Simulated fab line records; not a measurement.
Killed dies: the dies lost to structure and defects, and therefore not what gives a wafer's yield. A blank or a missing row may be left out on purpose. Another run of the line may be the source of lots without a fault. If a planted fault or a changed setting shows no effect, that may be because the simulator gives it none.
Which tool did it? -- flow n5Finfet -- 24 lots, 72 wafers sampled, at 6 steps of a route of 1938

== WHAT THE GAUGES SHOWED, per wafer ==
N5_BEOL_M1_INSPECT_13: inspects for defects (brightfield). Usual: 440 for rawDefectCount, sd 86.
lot,measured,on,rawDefectCount,flag
L074,day 6 05:04,defectInspect-01,559 524 486,
L075,day 6 09:21,defectInspect-02,340 339 323,
L076,day 6 11:29,defectInspect-02,392 486 323,
L077,day 6 20:55,defectInspect-02,544 564 568,
L078,day 7 03:37,defectInspect-02,458 417 411,
L079,day 7 05:29,defectInspect-01,438 377 364,
L080,day 7 10:11,defectInspect-01,398 313 437,
L081,day 7 22:38,defectInspect-02,456 390 398,
L082,day 7 22:53,defectInspect-01,380 366 339,
L083,day 8 06:38,defectInspect-01,392 424 272,
L084,day 8 14:58,defectInspect-01,501 507 609,
L085,day 9 08:26,defectInspect-01,487 418 422,
L086,day 9 07:54,defectInspect-01,554 297 426,
L087,day 9 16:10,defectInspect-01,449 428 241,
L088,day 9 20:20,defectInspect-02,587 452 337,
L089,day 10 02:02,defectInspect-01,616 354 424,
L090,day 10 07:12,defectInspect-02,408 537 403,
L091,day 10 07:31,defectInspect-01,498 395 509,
L092,day 10 13:07,defectInspect-02,684 621 488,
L093,day 11 04:40,defectInspect-01,433 432 366,
L094,day 11 08:36,defectInspect-02,364 458 481,
L095,day 11 09:17,defectInspect-01,395 556 507,
L096,day 11 21:02,defectInspect-01,344 440 357,
L097,day 11 23:57,defectInspect-01,393 442 467,

== WHAT TOOL EACH LOT RAN ON (gives the tool, then ch and the chambers of the sampled wafers, and finally the start) ==
lot,N5_BEOL_M0_SAQP_ALD_48,N5_BEOL_M0_SAQP_ETCH_49,N5_BEOL_M0_CUTY_ETCH_62,N5_BEOL_M0_PRE_CLEAN_113,N5_BEOL_M1_ILD_DEP_00
L074,"aldSin-01 ch 1,2,3, day 5 21:43","rieDiel-01 ch 0,1,3, day 5 22:17","rieDiel-05 ch 0,1, day 5 23:06","pvdSputter-03, day 6 01:24","pecvd-01 ch 1,2, day 6 03:27"
L075,"aldSin-02 ch 0,1,3, day 6 00:40","rieDiel-01 ch 0,2,3, day 6 01:15","rieDiel-05 ch 2,3, day 6 01:52","pvdSputter-02, day 6 05:46","pecvd-04 ch 0,1,2, day 6 08:17"
L076,"aldSin-03 ch 0,2,3, day 6 04:32","rieDiel-01 ch 1,2,3, day 6 05:04","rieDiel-06 ch 0,1,2, day 6 05:40","pvdSputter-03, day 6 07:20","pecvd-01 ch 1,2, day 6 09:47"
L077,"aldSin-02 ch 0,1,3, day 6 12:15","rieDiel-03 ch 1,3, day 6 12:47","rieDiel-05 ch 0,3, day 6 13:24","pvdSputter-03, day 6 16:19","pecvd-03 ch 0,2, day 6 18:49"
L078,"aldSin-03 ch 0,1,2, day 6 15:52","rieDiel-01 ch 0,1,3, day 6 16:26","rieDiel-05 ch 0,1,2, day 6 17:05","pvdSputter-03, day 6 21:23","pecvd-04 ch 0,1,2, day 7 01:00"
L079,"aldSin-01 ch 1,3, day 6 21:11","rieDiel-01 ch 0,3, day 6 21:43","rieDiel-06 ch 0,2,3, day 6 22:29","pvdSputter-02, day 7 00:30","pecvd-04 ch 1,2, day 7 04:15"
L080,"aldSin-02 ch 0,2,3, day 7 02:24","rieDiel-03 ch 0,1, day 7 03:06","rieDiel-04 ch 1,2,3, day 7 03:43","pvdSputter-02, day 7 05:29","pecvd-01 ch 1,2, day 7 07:40"
L081,"aldSin-01 ch 0,2,3, day 7 14:06","rieDiel-02 ch 0,2, day 7 14:38","rieDiel-04 ch 0,1,3, day 7 15:14","pvdSputter-03, day 7 18:35","pecvd-04 ch 0,1,2, day 7 21:07"
L082,"aldSin-03 ch 1,3, day 7 15:11","rieDiel-02 ch 0,1,2, day 7 15:43","rieDiel-04 ch 0,1,3, day 7 16:12","pvdSputter-03, day 7 18:40","pecvd-04 ch 0,1, day 7 21:17"
L083,"aldSin-03 ch 1,2,3, day 7 22:06","rieDiel-01 ch 0,1, day 7 22:37","rieDiel-06 ch 0,1, day 7 23:14","pvdSputter-03, day 8 02:55","pecvd-03 ch 1,2, day 8 05:06"
L084,"aldSin-01 ch 0,2,3, day 8 05:50","rieDiel-01 ch 0,1,2, day 8 06:21","rieDiel-04 ch 0,1,2, day 8 07:13","pvdSputter-02, day 8 11:09","pecvd-01 ch 1,2, day 8 14:01"
L085,"aldSin-02 ch 0,3, day 8 22:45","rieDiel-02 ch 2,3, day 8 23:22","rieDiel-05 ch 2,3, day 8 23:52","pvdSputter-02, day 9 04:29","pecvd-03 ch 0,2, day 9 07:14"
L086,"aldSin-02 ch 0,1,2, day 8 23:21","rieDiel-03 ch 0,1,2, day 8 23:52","rieDiel-04 ch 0,1,2, day 9 00:40","pvdSputter-03, day 9 04:27","pecvd-03 ch 0,1, day 9 06:56"
L087,"aldSin-03 ch 0,1,3, day 9 08:31","rieDiel-02 ch 0,1,2, day 9 09:02","rieDiel-05 ch 1,3, day 9 09:40","pvdSputter-03, day 9 12:20","pecvd-01 ch 1,2, day 9 14:32"
L088,"aldSin-03 ch 2,3, day 9 12:46","rieDiel-02 ch 0,2,3, day 9 13:17","rieDiel-05 ch 0,3, day 9 13:46","pvdSputter-03, day 9 16:16","pecvd-03 ch 0,2, day 9 18:28"
L089,"aldSin-03 ch 1,2,3, day 9 16:29","rieDiel-02 ch 0,3, day 9 17:04","rieDiel-06 ch 0,2, day 9 17:41","pvdSputter-02, day 9 22:14","pecvd-04 ch 0,2, day 10 00:26"
L090,"aldSin-03 ch 1,2,3, day 9 21:54","rieDiel-02 ch 0,2, day 9 22:25","rieDiel-06 ch 0,2, day 9 23:02","pvdSputter-02, day 10 02:01","pecvd-01 ch 1,2, day 10 04:59"
L091,"aldSin-03 ch 0,1,3, day 10 00:48","rieDiel-03 ch 1,2,3, day 10 01:22","rieDiel-04 ch 0,1,2, day 10 02:12","pvdSputter-01, day 10 04:02","pecvd-04 ch 0,1, day 10 06:07"
L092,"aldSin-02 ch 1,3, day 10 06:33","rieDiel-02 ch 0,2, day 10 07:07","rieDiel-04 ch 0,1,2, day 10 07:37","pvdSputter-01, day 10 09:06","pecvd-01 ch 0,1, day 10 11:09"
L093,"aldSin-03 ch 0,3, day 10 19:53","rieDiel-02 ch 0,1,2, day 10 20:30","rieDiel-06 ch 0,3, day 10 20:59","pvdSputter-02, day 10 22:34","pecvd-04 ch 0,1,2, day 11 02:52"
L094,"aldSin-03 ch 0,1,3, day 10 21:47","rieDiel-01 ch 1,3, day 10 22:26","rieDiel-04 ch 0,2, day 10 23:04","pvdSputter-02, day 11 04:08","pecvd-01 ch 0,1,2, day 11 06:29"
L095,"aldSin-01 ch 0,1, day 11 03:43","rieDiel-02 ch 0,1, day 11 04:15","rieDiel-05 ch 0,1,2, day 11 04:52","pvdSputter-02, day 11 06:05","pecvd-04 ch 0,2, day 11 08:10"
L096,"aldSin-01 ch 2,3, day 11 12:53","rieDiel-02 ch 0,1,3, day 11 13:24","rieDiel-05 ch 0,1,2, day 11 13:54","pvdSputter-01, day 11 17:32","pecvd-03 ch 1,2, day 11 19:46"
L097,"aldSin-01 ch 0,2, day 11 13:23","rieDiel-02 ch 0,1,3, day 11 14:14","rieDiel-05 ch 2,3, day 11 14:51","pvdSputter-02, day 11 20:31","pecvd-03 ch 1,2, day 11 22:39"
- N5_BEOL_M0_SAQP_ALD_48: deposits SiO2, target thk 20 nm, pulse time 1 s, co reactant pulse time 1 s.
- N5_BEOL_M0_SAQP_ETCH_49: etches SiO2 in CF4/O2, target depth 37 nm.
- N5_BEOL_M0_CUTY_ETCH_62: etches SiARC in CF4, time 58.5 s.
- N5_BEOL_M0_PRE_CLEAN_113: time 30 s.
- N5_BEOL_M1_ILD_DEP_00: deposits SiOC from DEMS/O2, target thk 79 nm, time 15.3 s.

== WHAT THE TOOLS THEMSELVES READ (means of the sampled wafers that have a number; where no wafer has one, the mark that the record gives instead) ==
N5_BEOL_M0_SAQP_ALD_48. Usual: heaterPowerW 82 W, standard deviation 7; precursorPulseHeightRel 0.998, standard deviation 0.019.
lot,tool,heaterPowerW (W),precursorPulseHeightRel,flag
L074,aldSin-01,79,1.014,
L075,aldSin-02,85,0.996,
L076,aldSin-03,85,1.006,
L077,aldSin-02,84,0.997,
L078,aldSin-03,82,0.998,
L079,aldSin-01,81,1.005,
L080,aldSin-02,83,1.001,
L081,aldSin-01,79,0.989,
L082,aldSin-03,80,0.999,
L083,aldSin-03,79,1.006,
L084,aldSin-01,79,1.003,
L085,aldSin-02,85,1.009,
L086,aldSin-02,86,0.998,
L087,aldSin-03,81,0.996,
L088,aldSin-03,85,0.979,
L089,aldSin-03,81,0.996,
L090,aldSin-03,81,0.986,
L091,aldSin-03,82,1.001,
L092,aldSin-02,79,1.004,
L093,aldSin-03,86,0.992,
L094,aldSin-03,80,0.996,
L095,aldSin-01,84,1.008,
L096,aldSin-01,76,0.999,
L097,aldSin-01,79,1.003,

N5_BEOL_M0_SAQP_ETCH_49. Usual: value, then standard deviation, for each; biasW 49.00 W / 0.16; cf4FlowSccm 100.0 sccm / 0.31; drypumpMotorCurrentA 5.8 A / 0.46; oesProductAu 0.79 a.u. / 0.094; rfVppV 240 V / 6.5; showerheadPlenumPTorr 2.25 Torr / 0.059; throttleValvePct 15.77 % / 0.19.
lot,tool,biasW (W),cf4FlowSccm (sccm),drypumpMotorCurrentA (A),oesProductAu (a.u.),rfVppV (V),showerheadPlenumPTorr (Torr),throttleValvePct (%),flag
L074,rieDiel-01,48.99,100.0,6.0,0.87,244,2.27,15.79,
L075,rieDiel-01,49.06,99.7,5.9,0.81,246,2.25,15.75,
L076,rieDiel-01,49.01,100.1,6.0,0.80,248,2.27,15.70,
L077,rieDiel-03,48.88,99.9,6.0,0.73,245,2.29,15.98,
L078,rieDiel-01,48.94,100.1,6.0,0.86,243,2.27,15.79,
L079,rieDiel-01,48.97,100.2,6.0,0.87,242,2.24,15.84,
L080,rieDiel-03,49.07,99.9,6.3,0.76,238,2.28,15.97,
L081,rieDiel-02,49.00,100.0,6.0,0.71,233,2.21,15.95,
L082,rieDiel-02,49.11,99.9,5.8,0.73,236,2.21,15.82,
L083,rieDiel-01,49.20,100.0,5.8,0.90,243,2.28,15.77,
L084,rieDiel-01,48.92,99.8,5.8,0.84,247,2.29,15.70,
L085,rieDiel-02,49.19,100.1,5.9,0.89,232,2.29,15.64,
L086,rieDiel-03,49.12,99.8,5.9,0.80,238,2.24,15.87,
L087,rieDiel-02,49.12,100.0,5.8,0.72,236,2.21,15.84,
L088,rieDiel-02,49.01,99.9,5.7,0.79,235,2.26,15.80,
L089,rieDiel-02,48.86,99.9,5.3,0.78,236,2.29,15.80,
L090,rieDiel-02,49.05,99.8,5.5,0.70,234,2.23,15.96,
L091,rieDiel-03,48.84,99.8,5.6,0.78,242,2.25,15.91,
L092,rieDiel-02,49.03,99.9,6.0,0.71,231,2.20,15.99,
L093,rieDiel-02,49.02,100.2,5.7,0.71,235,2.21,15.84,
L094,rieDiel-01,49.08,100.0,6.0,0.80,245,2.29,15.82,
L095,rieDiel-02,48.99,100.0,5.3,0.71,237,2.24,15.85,
L096,rieDiel-02,49.04,100.0,5.5,0.78,236,2.26,15.70,
L097,rieDiel-02,49.09,100.0,5.5,0.77,236,2.26,15.70,

N5_BEOL_M0_CUTY_ETCH_62. Usual: biasW 35.99 W, standard deviation 0.11; cf4FlowSccm 100.0 sccm, standard deviation 0.32; drypumpMotorCurrentA 5.5 A, standard deviation 0.5; etchRfOnTimeS 58.6 s, standard deviation 1.6; oesProductAu 0.67 a.u., standard deviation 0.068; rfVppV 184.1 V, standard deviation 1.4; showerheadPlenumPTorr 2.14 Torr, standard deviation 0.082; throttleValvePct 15.65 %, standard deviation 0.21.
lot,tool,biasW (W),cf4FlowSccm (sccm),drypumpMotorCurrentA (A),etchRfOnTimeS (s),oesProductAu (a.u.),rfVppV (V),showerheadPlenumPTorr (Torr),throttleValvePct (%),flag
L074,rieDiel-05,36.00,100.1,5.6,57.5,0.72,184.2,2.21,15.74,
L075,rieDiel-05,36.06,99.8,6.0,60.6,0.64,183.5,2.11,15.55,
L076,rieDiel-06,35.95,99.7,5.2,57.2,0.65,183.6,2.11,15.76,
L077,rieDiel-05,36.03,99.9,6.2,58.8,0.62,184.1,2.11,15.79,
L078,rieDiel-05,36.04,100.1,5.4,58.5,0.73,184.7,2.21,15.55,
L079,rieDiel-06,36.01,100.0,5.0,58.7,0.62,184.0,2.07,15.75,
L080,rieDiel-04,36.00,100.1,5.7,57.3,0.69,183.8,2.10,15.64,
L081,rieDiel-04,36.01,99.8,5.6,59.4,0.63,184.8,2.13,15.60,
L082,rieDiel-04,35.95,99.9,5.6,59.3,0.63,184.1,2.13,15.60,
L083,rieDiel-06,35.99,100.1,5.3,57.8,0.64,183.5,2.11,15.85,
L084,rieDiel-04,35.98,100.0,6.0,59.0,0.65,183.3,2.11,15.62,
L085,rieDiel-05,36.07,100.1,5.7,60.3,0.68,185.0,2.17,15.45,
L086,rieDiel-04,35.94,100.1,5.9,59.2,0.64,184.1,2.11,15.63,
L087,rieDiel-05,35.87,100.2,5.5,60.0,0.68,183.0,2.08,15.58,
L088,rieDiel-05,35.92,100.2,6.0,58.1,0.62,183.7,2.18,15.90,
L089,rieDiel-06,35.89,99.9,5.1,57.8,0.62,183.6,2.10,15.76,
L090,rieDiel-06,36.08,100.1,5.1,57.7,0.63,183.4,2.10,15.77,
L091,rieDiel-04,35.96,100.1,5.9,58.7,0.64,183.5,2.11,15.64,
L092,rieDiel-04,35.99,100.0,6.0,59.7,0.64,184.2,2.10,15.64,
L093,rieDiel-06,35.94,99.7,4.8,57.0,0.74,184.8,2.20,15.54,
L094,rieDiel-04,35.99,100.2,6.1,58.7,0.66,183.3,2.12,15.76,
L095,rieDiel-05,36.08,100.2,5.5,58.9,0.69,185.0,2.19,15.62,
L096,rieDiel-05,36.03,100.0,5.4,58.6,0.69,185.5,2.19,15.64,
L097,rieDiel-05,35.94,99.6,6.1,60.2,0.78,185.6,2.26,15.31,

N5_BEOL_M0_PRE_CLEAN_113. Usual: 329 W for heaterPowerW, sd 25.
lot,tool,heaterPowerW (W),flag
L074,pvdSputter-03,313,
L075,pvdSputter-02,338,
L076,pvdSputter-03,313,
L077,pvdSputter-03,308,
L078,pvdSputter-03,308,
L079,pvdSputter-02,338,
L080,pvdSputter-02,340,
L081,pvdSputter-03,297,
L082,pvdSputter-03,313,
L083,pvdSputter-03,310,
L084,pvdSputter-02,339,
L085,pvdSputter-02,352,
L086,pvdSputter-03,315,
L087,pvdSputter-03,326,
L088,pvdSputter-03,291,
L089,pvdSputter-02,356,
L090,pvdSputter-02,328,
L091,pvdSputter-01,336,
L092,pvdSputter-01,339,
L093,pvdSputter-02,352,
L094,pvdSputter-02,331,
L095,pvdSputter-02,351,
L096,pvdSputter-01,339,
L097,pvdSputter-02,344,

N5_BEOL_M1_ILD_DEP_00. Usual: heaterPowerW 470 W, standard deviation 73; showerheadPlenumPTorr 5.691 Torr, standard deviation 0.016; throttleValvePct 11.8 %, standard deviation 0.45.
lot,tool,heaterPowerW (W),showerheadPlenumPTorr (Torr),throttleValvePct (%),flag
L074,pecvd-01,498,5.679,12.3,
L075,pecvd-04,432,5.700,11.7,
L076,pecvd-01,463,5.693,12.2,
L077,pecvd-03,413,5.679,11.2,
L078,pecvd-04,460,5.693,11.7,
L079,pecvd-04,560,5.706,11.5,
L080,pecvd-01,514,5.691,12.0,
L081,pecvd-04,489,5.700,11.6,
L082,pecvd-04,467,5.703,11.6,
L083,pecvd-03,447,5.692,11.3,
L084,pecvd-01,458,5.688,12.0,
L085,pecvd-03,437,5.677,11.5,
L086,pecvd-03,544,5.681,11.9,
L087,pecvd-01,529,5.672,12.3,
L088,pecvd-03,410,5.681,11.2,
L089,pecvd-04,503,5.688,11.4,
L090,pecvd-01,513,5.691,11.8,
L091,pecvd-04,437,5.698,12.1,
L092,pecvd-01,415,5.676,12.1,
L093,pecvd-04,475,5.696,11.8,
L094,pecvd-01,436,5.692,12.0,
L095,pecvd-04,503,5.681,11.9,
L096,pecvd-03,451,5.677,11.1,
L097,pecvd-03,507,5.687,11.8,

== THE ANSWER, worked out from the rows above alone ==
Rule: lot off if the mean of its wafers having a number is beyond 3 standard deviations from the usual mean. A lot without any number at a reading at which 4 lots or more have one is off too. Any other lot the step has rows for is counted as sound. First the gauges in route order, then the tools' own readings, where a lot's mean is used as printed above. The first step at which some lot is off is used, and at that step the reading that is off furthest; a lot without a number counts as furthest.
Across all readings shown, no lot is off: no conclusion can be drawn from this.

== WHAT THE SIMULATOR PUT IN ==
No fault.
